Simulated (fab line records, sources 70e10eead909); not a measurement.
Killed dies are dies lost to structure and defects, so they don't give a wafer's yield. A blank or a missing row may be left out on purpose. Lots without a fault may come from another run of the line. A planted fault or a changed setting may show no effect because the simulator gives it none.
Chamber matching | flow nand_harc | NHARC_A_CONTACT_DEP_29 on pecvd-01: 3 sister chambers
The step deposits SiON, target thk 70 nm. 3 wafers are shown with their chamber, then 9 later ones without.

WAFERS WITH THEIR CHAMBER
wafer  | chamber | heater_power_w (W)
L089.1 | 1       | 761
L089.3 | 0       | 827
L089.6 | 2       | 724

WAFERS WITHOUT THEIR CHAMBER
wafer  | heater_power_w (W)
L091.1 | 1000
L091.3 | 844
L091.6 | 759
L093.1 | 737
L093.5 | 819
L093.6 | 865
L094.1 | 722
L094.2 | 846
L094.4 | 714

WHICH CHAMBER EACH WENT THROUGH
wafer  | from the rows above          | in truth
L091.1 | can't be placed: 0 or 1 or 2 | 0
L091.3 | can't be placed: 0 or 1 or 2 | 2
L091.6 | can't be placed: 1 or 2 or 0 | 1
L093.1 | can't be placed: 2 or 1 or 0 | 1
L093.5 | can't be placed: 0 or 1 or 2 | 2
L093.6 | can't be placed: 0 or 1 or 2 | 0
L094.1 | can't be placed: 2 or 1 or 0 | 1
L094.2 | can't be placed: 0 or 1 or 2 | 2
L094.4 | can't be placed: 2 or 1 or 0 | 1
Placed correctly: 0 of 9. Can't be placed from these rows: 9 (the true chamber is among the candidates in 9). Placed wrongly: 0.
How it was worked out, from the rows above alone: a wafer's distance from a chamber is the root of the sum, over the readings, of the square of ((its reading less the chamber's mean) divided by the reading's scatter). The wafer belongs to the nearest chamber; if the next one is less than 2 further off, it can't be placed. A chamber's mean is the mean of its shown wafers. The scatter: with one shown wafer a chamber, the root of the mean of the squares of how far each hidden wafer lies from its nearest shown one.
